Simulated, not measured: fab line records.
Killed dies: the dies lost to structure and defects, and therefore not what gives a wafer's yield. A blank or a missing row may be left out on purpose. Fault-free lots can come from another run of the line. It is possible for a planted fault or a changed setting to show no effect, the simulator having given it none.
Which tool was responsible?	flow n5 finfet	24 lots with 72 wafers sampled at 6 steps, on a route of 1938 steps

## WHAT THE GAUGES SHOWED, per wafer
Not one reading of a measure or inspect step in the record can be checked against a usual standard deviation.

## EACH LOT AND THE TOOL THAT RAN IT (in order: tool; ch and the chambers of the sampled wafers; start)
lot	N5_BEOL_M0_HM_OPEN_105	N5_BEOL_M0_TRENCH_ETCH_107	N5_BEOL_M0_SPUTTER_141	N5_BEOL_M0_CO_CAP_123	N5_BEOL_M1_ETCH_41	N5_BEOL_M1_SPUTTER_94
L074	rie metal-01 ch 0,1, day 5 17:34	rie diel-03 ch 2,3, day 5 18:09	pvd sputter-02, day 5 20:19	cvd co-01 ch 0,1, day 5 21:14	rie diel-04 ch 0,2,3, day 6 05:05 or earlier	pvd sputter-03, day 6 05:05
L075	rie metal-03 ch 0,1, day 6 06:16	rie diel-01 ch 2,3, day 6 06:37	pvd sputter-03, day 6 08:02	cvd co-01 ch 1,2, day 6 09:42	rie diel-02 ch 0,2,3, day 6 21:37 or earlier	pvd sputter-01, day 6 21:37
L076	rie metal-01 ch 0, day 6 12:26	rie diel-06 ch 0,1,3, day 6 12:50	pvd sputter-01, day 6 15:02	cvd co-01 ch 0,1,2, day 6 16:27	rie diel-04 ch 0,1,2, day 7 00:22 or earlier	pvd sputter-03, day 7 00:22
L077	rie metal-02 ch 0,1, day 6 12:52	rie diel-06 ch 0,2,3, day 6 13:13	pvd sputter-02, day 6 15:17	cvd co-02 ch 0,2, day 6 16:46	rie diel-05 ch 2,3, day 7 00:38 or earlier	pvd sputter-01, day 7 00:38
L078	rie metal-01 ch 0,1, day 6 14:18	rie diel-06 ch 0,2,3, day 6 14:40	pvd sputter-02, day 6 18:21	cvd co-01 ch 0,2, day 6 19:13	rie diel-02 ch 0,1,2, day 7 00:50 or earlier	pvd sputter-02, day 7 00:50
L079	rie metal-03 ch 0,1, day 6 19:52	rie diel-06 ch 0,2,3, day 6 20:18	pvd sputter-02, day 6 22:57	cvd co-02 ch 0,2, day 6 23:59	rie diel-04 ch 1,2,3, day 7 07:22 or earlier	pvd sputter-03, day 7 07:22
L080	rie metal-01 ch 0,1, day 7 10:20	rie diel-06 ch 0,1,2, day 7 11:02	pvd sputter-03, day 7 13:13	cvd co-01 ch 1,2, day 7 14:05	rie diel-04 ch 1,2,3, day 8 02:14 or earlier	pvd sputter-02, day 8 02:14
L081	rie metal-02 ch 0,1, day 7 11:10	rie diel-03 ch 1,2,3, day 7 12:02	pvd sputter-03, day 7 13:55	cvd co-01 ch 0,1, day 7 14:46	rie diel-02 ch 0,1,2, day 7 22:38 or earlier	pvd sputter-02, day 7 22:38
L082	rie metal-02 ch 0,1, day 7 19:01	rie diel-06 ch 0,2,3, day 7 19:23	pvd sputter-01, day 7 21:19	cvd co-01 ch 0,1, day 7 22:28	rie diel-04 ch 0,1,3, day 8 07:46 or earlier	pvd sputter-02, day 8 07:46
L083	rie metal-03 ch 0,1, day 8 06:45	rie diel-03 ch 0,1,2, day 8 07:38	pvd sputter-01, day 8 09:19	cvd co-02 ch 0,1,2, day 8 10:10	rie diel-02 ch 0,1,2, day 8 16:16 or earlier	pvd sputter-03, day 8 16:16
L084	rie metal-03 ch 0,1, day 8 09:36	rie diel-03 ch 0,3, day 8 09:58	pvd sputter-01, day 8 11:51	cvd co-02 ch 0,1,2, day 8 12:43	rie diel-04 ch 1,3, day 8 20:49 or earlier	pvd sputter-01, day 8 20:49
L085	rie metal-01 ch 0,1, day 8 13:29	rie diel-01 ch 1,2,3, day 8 14:17	pvd sputter-03, day 8 17:55	cvd co-02 ch 0,1,2, day 8 18:47	rie diel-05 ch 1,2, day 9 04:37 or earlier	pvd sputter-02, day 9 04:37
L086	rie metal-03 ch 0,1, day 9 01:31	rie diel-01 ch 0,1,2, day 9 02:09	pvd sputter-01, day 9 05:46	cvd co-01 ch 0,1, day 9 06:49	rie diel-02 ch 0,1, day 9 11:56 or earlier	pvd sputter-01, day 9 11:56
L087	rie metal-03 ch 0,1, day 9 05:10	rie diel-03 ch 1,2, day 9 06:30	pvd sputter-01, day 9 10:16	cvd co-01 ch 0,1,2, day 9 11:08	rie diel-05 ch 0,1,2, day 10 00:46 or earlier	pvd sputter-03, day 10 00:46
L088	rie metal-01 ch 0,1, day 9 13:04	rie diel-01 ch 0,1,3, day 9 13:59	pvd sputter-03, day 9 16:17	cvd co-01 ch 0,2, day 9 17:09	rie diel-02 ch 1,2,3, day 10 03:49 or earlier	pvd sputter-03, day 10 03:49
L089	rie metal-02 ch 1, day 9 19:41	rie diel-01 ch 0,2,3, day 9 20:14	pvd sputter-02, day 9 23:22	cvd co-02 ch 0,2, day 10 00:17	rie diel-02 ch 0,1,3, day 10 07:57 or earlier	pvd sputter-01, day 10 07:57
L090	rie metal-02 ch 0,1, day 10 00:48	rie diel-01 ch 0,1,2, day 10 01:09	pvd sputter-02, day 10 03:22	cvd co-01 ch 0,1,2, day 10 04:20	rie diel-02 ch 0,2,3, day 10 11:29 or earlier	pvd sputter-01, day 10 11:29
L091	rie metal-01 ch 1, day 10 06:20	rie diel-06 ch 0,2,3, day 10 06:47	pvd sputter-01, day 10 09:01	cvd co-01 ch 0,1,2, day 10 10:44	rie diel-02 ch 0,3, day 10 18:45 or earlier	pvd sputter-01, day 10 18:45
L092	rie metal-02 ch 0,1, day 10 07:41	rie diel-03 ch 2,3, day 10 08:08	pvd sputter-03, day 10 09:40	cvd co-02 ch 0,1,2, day 10 11:00	rie diel-04 ch 0,3, day 10 21:08 or earlier	pvd sputter-03, day 10 21:08
L093	rie metal-03 ch 0,1, day 10 09:02	rie diel-03 ch 0,2,3, day 10 09:31	pvd sputter-02, day 10 11:10	cvd co-02 ch 0,1,2, day 10 12:04	rie diel-04 ch 0,3, day 11 02:04 or earlier	pvd sputter-02, day 11 02:04
L094	rie metal-03 ch 0,1, day 10 22:58	rie diel-03 ch 0,1,3, day 10 23:19	pvd sputter-01, day 11 01:01	cvd co-02 ch 0,2, day 11 01:56	rie diel-02 ch 0,2,3, day 11 09:08 or earlier	pvd sputter-02, day 11 09:08
L095	rie metal-01 ch 0,1, day 11 02:12	rie diel-01 ch 0,2,3, day 11 02:33	pvd sputter-02, day 11 04:29	cvd co-01 ch 0,2, day 11 05:43	rie diel-02 ch 0,2,3, day 11 12:07 or earlier	pvd sputter-02, day 11 12:07
L096	rie metal-02 ch 0,1, day 11 08:53	rie diel-03 ch 1,2,3, day 11 11:24	pvd sputter-01, day 11 14:17	cvd co-02 ch 0,1,2, day 11 15:09	rie diel-02 ch 1,3, day 12 00:16 or earlier	pvd sputter-02, day 12 00:16
L097	rie metal-01 ch 0,1, day 11 14:09	rie diel-01 ch 0,2,3, day 11 14:43	pvd sputter-02, day 11 16:34	cvd co-02 ch 1,2, day 11 17:29	rie diel-05 ch 0,2, day 12 01:45 or earlier	pvd sputter-01, day 12 01:45
- N5_BEOL_M0_HM_OPEN_105: chemistry Cl2/BCl3, target TiN, target depth 12 nm.
- N5_BEOL_M0_TRENCH_ETCH_107: etches SiOC in C4F6/O2, target depth 32.8 nm, time 16.4 s.
- N5_BEOL_M0_SPUTTER_141: material Cu, target thk 4 nm, time 7.37 s.
- N5_BEOL_M0_CO_CAP_123: material Co, precursor CCTBA/H2, target thk 2 nm, time 102.1 s.
- N5_BEOL_M1_ETCH_41: etches SiCN in CH3F/O2, target depth 31.9 nm, time 57.8 s.
- N5_BEOL_M1_SPUTTER_94: material Cu, target thk 4.5 nm, time 8.29 s.

## WHAT THE TOOLS THEMSELVES READ (means of the sampled wafers that have a number; where no wafer has one, the mark that the record gives instead)
N5_BEOL_M0_HM_OPEN_105. Usual: drypump motor current A 5.8 A, standard deviation 0.58; oes product au 0.69 a.u., standard deviation 0.083; throttle valve pct 22.09 %, standard deviation 0.2.
lot	tool	drypump motor current A (A)	oes product au (a.u.)	throttle valve pct (%)	flag
L074	rie metal-01	5.6	0.72	21.89	
L075	rie metal-03	6.0	0.69	22.07	
L076	rie metal-01	5.9	0.59	21.96	
L077	rie metal-02	6.2	0.67	22.35	
L078	rie metal-01	5.8	0.66	21.93	
L079	rie metal-03	6.1	0.68	22.08	
L080	rie metal-01	5.8	0.65	21.92	
L081	rie metal-02	6.0	0.67	22.27	
L082	rie metal-02	6.0	0.67	22.26	
L083	rie metal-03	6.0	0.67	22.09	
L084	rie metal-03	5.4	0.65	22.12	
L085	rie metal-01	5.6	0.71	21.92	
L086	rie metal-03	5.4	0.65	22.14	
L087	rie metal-03	6.0	0.67	22.08	
L088	rie metal-01	5.6	0.71	21.92	
L089	rie metal-02	6.2	0.66	22.45	
L090	rie metal-02	6.0	0.65	22.30	
L091	rie metal-01	5.5	0.75	21.89	
L092	rie metal-02	6.2	0.66	22.39	
L093	rie metal-03	6.1	0.66	22.10	
L094	rie metal-03	5.4	0.64	22.16	
L095	rie metal-01	5.6	0.83	21.83	
L096	rie metal-02	6.2	0.65	22.39	
L097	rie metal-01	5.8	0.90	21.75	

N5_BEOL_M0_TRENCH_ETCH_107. Usual: O2_flow_sccm 10.00 sccm, standard deviation 0.031; drypump motor current A 5.5 A, standard deviation 0.49; oes product au 0.79 a.u., standard deviation 0.079; rf vpp V 666 V, standard deviation 8.8; showerhead plenum p Torr 2.85 Torr, standard deviation 0.093; throttle valve pct 20.88 %, standard deviation 0.24.
lot	tool	O2_flow_sccm (sccm)	drypump motor current A (A)	oes product au (a.u.)	rf vpp V (V)	showerhead plenum p Torr (Torr)	throttle valve pct (%)	flag
L074	rie diel-03	10.00	5.8	0.70	670	2.79	21.08	
L075	rie diel-01	9.99	5.6	0.83	664	3.00	20.98	
L076	rie diel-06	9.98	5.1	0.79	668	2.86	20.80	
L077	rie diel-06	10.01	5.0	0.80	666	2.82	20.79	
L078	rie diel-06	9.97	5.0	0.80	666	2.82	20.79	
L079	rie diel-06	9.98	5.1	0.80	666	2.82	20.80	
L080	rie diel-06	10.02	5.2	0.78	666	2.86	20.96	
L081	rie diel-03	10.01	5.5	0.82	668	2.80	20.81	
L082	rie diel-06	10.02	5.1	0.79	666	2.81	20.80	
L083	rie diel-03	10.00	5.6	0.74	667	2.81	20.91	
L084	rie diel-03	10.00	6.1	0.79	669	2.91	20.96	
L085	rie diel-01	10.02	5.8	0.87	661	2.93	20.79	
L086	rie diel-01	9.95	5.5	0.80	659	2.86	20.96	
L087	rie diel-03	9.95	5.5	0.73	666	2.74	20.94	
L088	rie diel-01	10.02	6.0	0.83	665	2.86	20.73	
L089	rie diel-01	9.99	5.8	0.77	666	2.92	20.93	
L090	rie diel-01	10.00	5.5	0.79	658	2.86	20.96	
L091	rie diel-06	10.02	5.0	0.77	666	2.80	20.83	
L092	rie diel-03	10.00	5.8	0.76	669	2.77	21.02	
L093	rie diel-03	9.99	5.9	0.76	669	2.84	21.01	
L094	rie diel-03	9.99	5.7	0.79	668	2.86	20.83	
L095	rie diel-01	10.00	5.8	0.77	667	2.92	20.94	
L096	rie diel-03	10.01	5.4	0.78	667	2.79	20.86	
L097	rie diel-01	9.99	5.7	0.76	666	2.92	20.94	

N5_BEOL_M0_SPUTTER_141. Usual: throttle valve pct at 30.5 %, with a standard deviation of 0.86.
lot	tool	throttle valve pct (%)	flag
L074	pvd sputter-02	30.7	
L075	pvd sputter-03	30.3	
L076	pvd sputter-01	31.1	
L077	pvd sputter-02	30.8	
L078	pvd sputter-02	30.6	
L079	pvd sputter-02	30.1	
L080	pvd sputter-03	30.3	
L081	pvd sputter-03	30.7	
L082	pvd sputter-01	30.5	
L083	pvd sputter-01	30.8	
L084	pvd sputter-01	30.7	
L085	pvd sputter-03	30.8	
L086	pvd sputter-01	30.8	
L087	pvd sputter-01	30.6	
L088	pvd sputter-03	30.3	
L089	pvd sputter-02	30.8	
L090	pvd sputter-02	30.3	
L091	pvd sputter-01	31.3	
L092	pvd sputter-03	30.8	
L093	pvd sputter-02	30.2	
L094	pvd sputter-01	30.7	
L095	pvd sputter-02	30.1	
L096	pvd sputter-01	30.7	
L097	pvd sputter-02	30.6	

N5_BEOL_M0_CO_CAP_123. Usual: heater power w at 228 W, with a standard deviation of 15.
lot	tool	heater power w (W)	flag
L074	cvd co-01	243	
L075	cvd co-01	228	
L076	cvd co-01	234	
L077	cvd co-02	225	
L078	cvd co-01	230	
L079	cvd co-02	214	
L080	cvd co-01	231	
L081	cvd co-01	242	
L082	cvd co-01	241	
L083	cvd co-02	219	
L084	cvd co-02	219	
L085	cvd co-02	224	
L086	cvd co-01	241	
L087	cvd co-01	236	
L088	cvd co-01	230	
L089	cvd co-02	229	
L090	cvd co-01	239	
L091	cvd co-01	237	
L092	cvd co-02	220	
L093	cvd co-02	220	
L094	cvd co-02	228	
L095	cvd co-01	232	
L096	cvd co-02	218	
L097	cvd co-02	208	

N5_BEOL_M1_ETCH_41. Usual: O2_flow_sccm 20.01 sccm, standard deviation 0.056; drypump motor current A 5.8 A, standard deviation 0.39; oes product au 0.75 a.u., standard deviation 0.065; rf vpp V 297.0 V, standard deviation 1.3; showerhead plenum p Torr 1.99 Torr, standard deviation 0.052; throttle valve pct 16.41 %, standard deviation 0.18.
lot	tool	O2_flow_sccm (sccm)	drypump motor current A (A)	oes product au (a.u.)	rf vpp V (V)	showerhead plenum p Torr (Torr)	throttle valve pct (%)	flag
L074	rie diel-04	19.97	5.6	0.73	296.2	1.97	16.41	
L075	rie diel-02	20.01	6.0	0.74	298.1	2.02	16.39	
L076	rie diel-04	19.97	5.5	0.79	296.6	1.99	16.45	
L077	rie diel-05	20.03	5.8	0.77	296.6	1.99	16.25	
L078	rie diel-02	19.97	6.0	0.75	297.9	2.00	16.50	
L079	rie diel-04	19.99	5.6	0.78	297.4	2.01	16.37	
L080	rie diel-04	20.03	5.6	0.77	298.2	2.01	16.39	
L081	rie diel-02	19.95	6.0	0.75	297.5	1.99	16.52	
L082	rie diel-04	20.01	5.2	0.76	296.3	1.98	16.33	
L083	rie diel-02	19.98	6.1	0.75	297.3	1.99	16.53	
L084	rie diel-04	19.99	5.3	0.75	296.7	2.00	16.25	
L085	rie diel-05	19.93	6.0	0.69	298.9	2.06	16.31	
L086	rie diel-02	19.98	5.9	0.75	295.7	1.95	16.60	
L087	rie diel-05	20.02	5.9	0.74	297.4	2.05	16.33	
L088	rie diel-02	20.06	6.0	0.73	296.5	1.99	16.45	
L089	rie diel-02	19.99	5.9	0.74	296.3	1.96	16.50	
L090	rie diel-02	19.99	5.9	0.72	297.3	2.01	16.44	
L091	rie diel-02	20.07	5.8	0.71	297.0	1.98	16.38	
L092	rie diel-04	20.03	5.2	0.80	295.5	1.93	16.25	
L093	rie diel-04	20.03	5.3	0.89	296.6	1.95	16.00	
L094	rie diel-02	20.02	6.0	0.70	297.9	2.01	16.44	
L095	rie diel-02	19.93	6.0	0.71	297.6	2.01	16.45	
L096	rie diel-02	20.03	5.9	0.71	295.9	1.96	16.40	
L097	rie diel-05	20.08	5.8	0.76	297.9	2.03	16.39	

N5_BEOL_M1_SPUTTER_94. Usual: throttle valve pct at 30.5 %, with a standard deviation of 0.85.
lot	tool	throttle valve pct (%)	flag
L074	pvd sputter-03	30.7	
L075	pvd sputter-01	30.6	
L076	pvd sputter-03	29.7	
L077	pvd sputter-01	30.7	
L078	pvd sputter-02	30.6	
L079	pvd sputter-03	29.7	
L080	pvd sputter-02	30.3	
L081	pvd sputter-02	30.8	
L082	pvd sputter-02	30.1	
L083	pvd sputter-03	29.7	
L084	pvd sputter-01	30.6	
L085	pvd sputter-02	30.2	
L086	pvd sputter-01	30.9	
L087	pvd sputter-03	29.6	
L088	pvd sputter-03	29.6	
L089	pvd sputter-01	30.6	
L090	pvd sputter-01	31.2	
L091	pvd sputter-01	31.2	
L092	pvd sputter-03	30.3	
L093	pvd sputter-02	30.0	
L094	pvd sputter-02	30.3	
L095	pvd sputter-02	31.2	
L096	pvd sputter-02	30.3	
L097	pvd sputter-01	31.9	

## THE ANSWER, worked out from the rows above alone
Rule: lot off if the mean of its wafers having a number is beyond 3 standard deviations from the usual mean. Also off: a lot with no number at a reading for which 4 or more lots have one. Any other lot the step has rows for is counted as sound. The gauges are gone through in route order, then the tools' own readings, and for those a lot's mean is taken as printed above. At the first step where some lot is off, the reading lying furthest off is the one used; lots without a number count as furthest.
Across all readings shown, no lot is off: no conclusion can be drawn from this.

## WHAT THE SIMULATOR HAD INSERTED
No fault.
